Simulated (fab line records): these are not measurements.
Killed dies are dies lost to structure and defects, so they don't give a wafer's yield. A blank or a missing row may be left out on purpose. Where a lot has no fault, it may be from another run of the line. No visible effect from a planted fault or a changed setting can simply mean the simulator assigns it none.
Which tool is to blame? / flow nand-harc / 40 wafers from 14 lots sampled at 4 of the route's 1302 steps

== WHAT EACH GAUGE READ, for each wafer ==
NHARC_A_ONON_D1_THK_MEAS_18: measures by ellipsometry. Usual: thk-nm at 1000 nm, with a standard deviation of 10.
lot=L518; measured=day 8 03:40; on=film-metro-01; thk-nm (nm)=1004 1005 1006; flag=
lot=L519; measured=day 9 01:45; on=film-metro-02; thk-nm (nm)=993 993 993; flag=
lot=L520; measured=day 9 02:05; on=film-metro-02; thk-nm (nm)=995 995 994; flag=
lot=L522; measured=day 10 06:08; on=film-metro-01; thk-nm (nm)=994 995 994; flag=
lot=L523; measured=day 10 06:08; on=film-metro-02; thk-nm (nm)=989 990 991; flag=
lot=L524; measured=day 10 19:50; on=film-metro-01; thk-nm (nm)=1002 1002 1001; flag=
lot=L527; measured=day 11 17:12; on=film-metro-02; thk-nm (nm)=1007 1007 1006; flag=
lot=L529; measured=day 12 15:46; on=film-metro-01; thk-nm (nm)=1007 1005 1007; flag=
lot=L531; measured=day 14 16:23; on=film-metro-01; thk-nm (nm)=413 1022 411 412 1024 413; flag=OFF
lot=L535; measured=day 15 07:00; on=film-metro-02; thk-nm (nm)=384 385; flag=OFF
lot=L537; measured=day 16 10:37; on=film-metro-01; thk-nm (nm)=996 998 996; flag=
lot=L538; measured=day 16 19:22; on=film-metro-01; thk-nm (nm)=995 996 995; flag=
lot=L540; measured=day 17 08:20; on=film-metro-02; thk-nm (nm)=997 998 995; flag=
lot=L541; measured=day 17 18:55; on=film-metro-01; thk-nm (nm)=1012 1009 1011; flag=

== EACH LOT AND THE TOOL THAT RAN IT (in order: tool; ch and the chambers of the sampled wafers; start) ==
lot=L518; NHARC_A_ZERO_WELL_ETCH_13=rie-si-04 ch 1,2,3, day 6 15:07; NHARC_A_ZERO_WELL_RTA_16=rtp-anneal-02 ch 0, day 6 16:01; NHARC_A_ONON_D1_DEP_16=pecvd-onon-02 ch 0, day 8 03:10
lot=L519; NHARC_A_ZERO_WELL_ETCH_13=rie-si-06 ch 0,1,2, day 7 06:33; NHARC_A_ZERO_WELL_RTA_16=rtp-anneal-01 ch 0, day 7 18:08; NHARC_A_ONON_D1_DEP_16=pecvd-onon-03 ch 0, day 9 01:21
lot=L520; NHARC_A_ZERO_WELL_ETCH_13=rie-si-01 ch 0,2,3, day 7 21:57; NHARC_A_ZERO_WELL_RTA_16=rtp-anneal-01 ch 0, day 7 22:53; NHARC_A_ONON_D1_DEP_16=pecvd-onon-03 ch 0, day 9 01:35
lot=L522; NHARC_A_ZERO_WELL_ETCH_13=rie-si-04 ch 0,1,3, day 8 22:53; NHARC_A_ZERO_WELL_RTA_16=rtp-anneal-01 ch 0, day 8 23:48; NHARC_A_ONON_D1_DEP_16=pecvd-onon-03 ch 0, day 10 05:40
lot=L523; NHARC_A_ZERO_WELL_ETCH_13=rie-si-06 ch 0,1, day 8 23:59; NHARC_A_ZERO_WELL_RTA_16=rtp-anneal-01 ch 0, day 9 00:55; NHARC_A_ONON_D1_DEP_16=pecvd-onon-02 ch 0, day 10 05:41
lot=L524; NHARC_A_ZERO_WELL_ETCH_13=rie-si-06 ch 0,1,2, day 9 08:44; NHARC_A_ZERO_WELL_RTA_16=rtp-anneal-02 ch 0, day 9 09:38; NHARC_A_ONON_D1_DEP_16=pecvd-onon-02 ch 0, day 10 19:19
lot=L527; NHARC_A_ZERO_WELL_ETCH_13=rie-si-06 ch 0,2,3, day 10 09:44; NHARC_A_ZERO_WELL_RTA_16=rtp-anneal-02 ch 0, day 10 10:40; NHARC_A_ONON_D1_DEP_16=pecvd-onon-02 ch 0, day 11 16:45
lot=L529; NHARC_A_ZERO_WELL_ETCH_13=rie-si-01 ch 0,2, day 11 11:16; NHARC_A_ZERO_WELL_RTA_16=rtp-anneal-02 ch 0, day 11 12:13; NHARC_A_ONON_D1_DEP_16=pecvd-onon-03 ch 0, day 12 15:19
lot=L531; NHARC_A_ZERO_WELL_ETCH_13=rie-si-04 ch 0,2,3, day 13 04:41; NHARC_A_ZERO_WELL_RTA_16=rtp-anneal-01 ch 0, day 13 05:35; NHARC_A_ONON_D1_DEP_16=pecvd-onon-02 ch 0, day 14 15:53
lot=L535; NHARC_A_ZERO_WELL_ETCH_13=rie-si-06 ch 2, day 13 23:23; NHARC_A_ZERO_WELL_RTA_16=rtp-anneal-01 ch 0, day 14 00:23; NHARC_A_ONON_D1_DEP_16=pecvd-onon-02 ch 0, day 15 06:36
lot=L537; NHARC_A_ZERO_WELL_ETCH_13=rie-si-01 ch 0,1,2, day 15 00:19; NHARC_A_ZERO_WELL_RTA_16=rtp-anneal-01 ch 0, day 15 01:13; NHARC_A_ONON_D1_DEP_16=pecvd-onon-03 ch 0, day 16 10:07
lot=L538; NHARC_A_ZERO_WELL_ETCH_13=rie-si-01 ch 0,1,3, day 15 12:03; NHARC_A_ZERO_WELL_RTA_16=rtp-anneal-01 ch 0, day 15 12:59; NHARC_A_ONON_D1_DEP_16=pecvd-onon-01 ch 0, day 16 18:52
lot=L540; NHARC_A_ZERO_WELL_ETCH_13=rie-si-04 ch 0,1,3, day 15 19:23; NHARC_A_ZERO_WELL_RTA_16=rtp-anneal-02 ch 0, day 15 20:20; NHARC_A_ONON_D1_DEP_16=pecvd-onon-03 ch 0, day 17 07:52
lot=L541; NHARC_A_ZERO_WELL_ETCH_13=rie-si-06 ch 2,3, day 16 06:53; NHARC_A_ZERO_WELL_RTA_16=rtp-anneal-02 ch 0, day 16 07:47; NHARC_A_ONON_D1_DEP_16=pecvd-onon-02 ch 0, day 17 18:23
- NHARC_A_ZERO_WELL_ETCH_13: etches the open film in HBr/Cl2, target depth 120 nm, time 40.1 s.
- NHARC_A_ZERO_WELL_RTA_16: time 10 s.
- NHARC_A_ONON_D1_DEP_16: target thk 1000 nm.

== AS READ BY THE TOOLS THEMSELVES (means over the sampled wafers that have a number; for cases with no such wafer, the mark the record gives instead) ==
NHARC_A_ZERO_WELL_ETCH_13. Usual: bias-w 100.0 W, standard deviation 0.32; drypump-motor-current-A 5.7 A, standard deviation 0.51; oes-product-au 0.998 a.u., standard deviation 0.008; throttle-valve-pct 26.406 %, standard deviation 0.0086.
lot=L518; tool=rie-si-04; bias-w (W)=100.3; drypump-motor-current-A (A)=5.3; oes-product-au (a.u.)=0.996; throttle-valve-pct (%)=26.405; flag=
lot=L519; tool=rie-si-06; bias-w (W)=100.2; drypump-motor-current-A (A)=5.4; oes-product-au (a.u.)=0.995; throttle-valve-pct (%)=26.403; flag=
lot=L520; tool=rie-si-01; bias-w (W)=99.8; drypump-motor-current-A (A)=5.9; oes-product-au (a.u.)=0.991; throttle-valve-pct (%)=26.399; flag=
lot=L522; tool=rie-si-04; bias-w (W)=99.9; drypump-motor-current-A (A)=5.6; oes-product-au (a.u.)=0.999; throttle-valve-pct (%)=26.402; flag=
lot=L523; tool=rie-si-06; bias-w (W)=99.8; drypump-motor-current-A (A)=5.7; oes-product-au (a.u.)=0.999; throttle-valve-pct (%)=26.399; flag=
lot=L524; tool=rie-si-06; bias-w (W)=100.2; drypump-motor-current-A (A)=5.5; oes-product-au (a.u.)=0.999; throttle-valve-pct (%)=26.406; flag=
lot=L527; tool=rie-si-06; bias-w (W)=99.7; drypump-motor-current-A (A)=5.5; oes-product-au (a.u.)=0.998; throttle-valve-pct (%)=26.399; flag=
lot=L529; tool=rie-si-01; bias-w (W)=99.9; drypump-motor-current-A (A)=6.3; oes-product-au (a.u.)=0.991; throttle-valve-pct (%)=26.407; flag=
lot=L531; tool=rie-si-04; bias-w (W)=99.9; drypump-motor-current-A (A)=5.5; oes-product-au (a.u.)=0.997; throttle-valve-pct (%)=26.402; flag=
lot=L535; tool=rie-si-06; bias-w (W)=99.6; drypump-motor-current-A (A)=5.5; oes-product-au (a.u.)=0.994; throttle-valve-pct (%)=26.419; flag=
lot=L537; tool=rie-si-01; bias-w (W)=100.1; drypump-motor-current-A (A)=6.2; oes-product-au (a.u.)=0.985; throttle-valve-pct (%)=26.400; flag=
lot=L538; tool=rie-si-01; bias-w (W)=99.6; drypump-motor-current-A (A)=5.7; oes-product-au (a.u.)=0.995; throttle-valve-pct (%)=26.411; flag=
lot=L540; tool=rie-si-04; bias-w (W)=99.8; drypump-motor-current-A (A)=5.6; oes-product-au (a.u.)=0.998; throttle-valve-pct (%)=26.405; flag=
lot=L541; tool=rie-si-06; bias-w (W)=99.8; drypump-motor-current-A (A)=5.6; oes-product-au (a.u.)=0.993; throttle-valve-pct (%)=26.407; flag=

NHARC_A_ZERO_WELL_RTA_16. Usual: anneal-temp-c-max 1007.4, standard deviation 1.6; lamp-power-pct 29.1 %, standard deviation 0.41; lamp_zone_1_pct 29.1 %, standard deviation 0.41; wafer_temp_C_max 1005.1, standard deviation 1.8.
lot=L518; tool=rtp-anneal-02; anneal-temp-c-max=1009.1; lamp-power-pct (%)=28.8; lamp_zone_1_pct (%)=28.8; wafer_temp_C_max=1004.4; flag=
lot=L519; tool=rtp-anneal-01; anneal-temp-c-max=1006.6; lamp-power-pct (%)=29.6; lamp_zone_1_pct (%)=29.6; wafer_temp_C_max=1007.3; flag=
lot=L520; tool=rtp-anneal-01; anneal-temp-c-max=1005.7; lamp-power-pct (%)=29.6; lamp_zone_1_pct (%)=29.6; wafer_temp_C_max=1007.2; flag=
lot=L522; tool=rtp-anneal-01; anneal-temp-c-max=1006.4; lamp-power-pct (%)=29.6; lamp_zone_1_pct (%)=29.6; wafer_temp_C_max=1007.0; flag=
lot=L523; tool=rtp-anneal-01; anneal-temp-c-max=1006.6; lamp-power-pct (%)=29.6; lamp_zone_1_pct (%)=29.6; wafer_temp_C_max=1006.4; flag=
lot=L524; tool=rtp-anneal-02; anneal-temp-c-max=1006.2; lamp-power-pct (%)=28.8; lamp_zone_1_pct (%)=28.8; wafer_temp_C_max=1003.9; flag=
lot=L527; tool=rtp-anneal-02; anneal-temp-c-max=1009.2; lamp-power-pct (%)=28.8; lamp_zone_1_pct (%)=28.8; wafer_temp_C_max=1003.7; flag=
lot=L529; tool=rtp-anneal-02; anneal-temp-c-max=1008.2; lamp-power-pct (%)=28.8; lamp_zone_1_pct (%)=28.8; wafer_temp_C_max=1003.9; flag=
lot=L531; tool=rtp-anneal-01; anneal-temp-c-max=1007.2; lamp-power-pct (%)=29.6; lamp_zone_1_pct (%)=29.6; wafer_temp_C_max=1008.5; flag=
lot=L535; tool=rtp-anneal-01; anneal-temp-c-max=1008.4; lamp-power-pct (%)=29.6; lamp_zone_1_pct (%)=29.6; wafer_temp_C_max=1006.2; flag=
lot=L537; tool=rtp-anneal-01; anneal-temp-c-max=1005.7; lamp-power-pct (%)=29.6; lamp_zone_1_pct (%)=29.7; wafer_temp_C_max=1006.2; flag=
lot=L538; tool=rtp-anneal-01; anneal-temp-c-max=1005.9; lamp-power-pct (%)=29.6; lamp_zone_1_pct (%)=29.6; wafer_temp_C_max=1006.7; flag=
lot=L540; tool=rtp-anneal-02; anneal-temp-c-max=1008.9; lamp-power-pct (%)=28.8; lamp_zone_1_pct (%)=28.8; wafer_temp_C_max=1004.4; flag=
lot=L541; tool=rtp-anneal-02; anneal-temp-c-max=1009.5; lamp-power-pct (%)=28.9; lamp_zone_1_pct (%)=28.8; wafer_temp_C_max=1003.3; flag=

NHARC_A_ONON_D1_DEP_16. Usual: n2o-flow-sccm 1999 sccm, standard deviation 6.7; nh3-flow-sccm 499.9 sccm, standard deviation 1.7; sih4-flow-sccm 210.0 sccm, standard deviation 0.7.
lot=L518; tool=pecvd-onon-02; n2o-flow-sccm (sccm)=2004; nh3-flow-sccm (sccm)=498.4; sih4-flow-sccm (sccm)=208.8; flag=
lot=L519; tool=pecvd-onon-03; n2o-flow-sccm (sccm)=1995; nh3-flow-sccm (sccm)=500.8; sih4-flow-sccm (sccm)=209.1; flag=
lot=L520; tool=pecvd-onon-03; n2o-flow-sccm (sccm)=1990; nh3-flow-sccm (sccm)=500.3; sih4-flow-sccm (sccm)=209.8; flag=
lot=L522; tool=pecvd-onon-03; n2o-flow-sccm (sccm)=1996; nh3-flow-sccm (sccm)=499.2; sih4-flow-sccm (sccm)=209.8; flag=
lot=L523; tool=pecvd-onon-02; n2o-flow-sccm (sccm)=1999; nh3-flow-sccm (sccm)=499.8; sih4-flow-sccm (sccm)=209.5; flag=
lot=L524; tool=pecvd-onon-02; n2o-flow-sccm (sccm)=1998; nh3-flow-sccm (sccm)=500.9; sih4-flow-sccm (sccm)=211.1; flag=
lot=L527; tool=pecvd-onon-02; n2o-flow-sccm (sccm)=1997; nh3-flow-sccm (sccm)=502.0; sih4-flow-sccm (sccm)=209.4; flag=
lot=L529; tool=pecvd-onon-03; n2o-flow-sccm (sccm)=2013; nh3-flow-sccm (sccm)=498.9; sih4-flow-sccm (sccm)=209.6; flag=
lot=L531; tool=pecvd-onon-02; n2o-flow-sccm (sccm)=1993; nh3-flow-sccm (sccm)=500.9; sih4-flow-sccm (sccm)=210.2; flag=
lot=L535; tool=pecvd-onon-02; n2o-flow-sccm (sccm)=2001; nh3-flow-sccm (sccm)=500.7; sih4-flow-sccm (sccm)=210.0; flag=
lot=L537; tool=pecvd-onon-03; n2o-flow-sccm (sccm)=1995; nh3-flow-sccm (sccm)=498.1; sih4-flow-sccm (sccm)=209.3; flag=
lot=L538; tool=pecvd-onon-01; n2o-flow-sccm (sccm)=1996; nh3-flow-sccm (sccm)=500.8; sih4-flow-sccm (sccm)=210.5; flag=
lot=L540; tool=pecvd-onon-03; n2o-flow-sccm (sccm)=1998; nh3-flow-sccm (sccm)=501.7; sih4-flow-sccm (sccm)=209.8; flag=
lot=L541; tool=pecvd-onon-02; n2o-flow-sccm (sccm)=1990; nh3-flow-sccm (sccm)=499.4; sih4-flow-sccm (sccm)=209.6; flag=

== THE ANSWER, worked out from the rows above alone ==
Rule: take the mean of a lot's wafers that have a number; if it is more than 3 standard deviations from the usual mean, the lot is off. Also off: a lot with no number at a reading for which 4 or more lots have one. All remaining lots with rows at the step are treated as sound. First the gauges in route order, then the tools' own readings, where a lot's mean is used as printed above. At the first step where some lot is off, the reading lying furthest off is the one used; lots without a number count as furthest.
Off: L531, L535 (NHARC_A_ONON_D1_THK_MEAS_18, thk-nm).
If a tool, at a process step before that reading, ran all the lots that are off and no sound lot after the first of them, it fits. The gauges at NHARC_A_ONON_D1_THK_MEAS_18 are tried like those tools. Not one of the candidates tried fits.

== WHAT HAD BEEN PUT IN BY THE SIMULATOR ==
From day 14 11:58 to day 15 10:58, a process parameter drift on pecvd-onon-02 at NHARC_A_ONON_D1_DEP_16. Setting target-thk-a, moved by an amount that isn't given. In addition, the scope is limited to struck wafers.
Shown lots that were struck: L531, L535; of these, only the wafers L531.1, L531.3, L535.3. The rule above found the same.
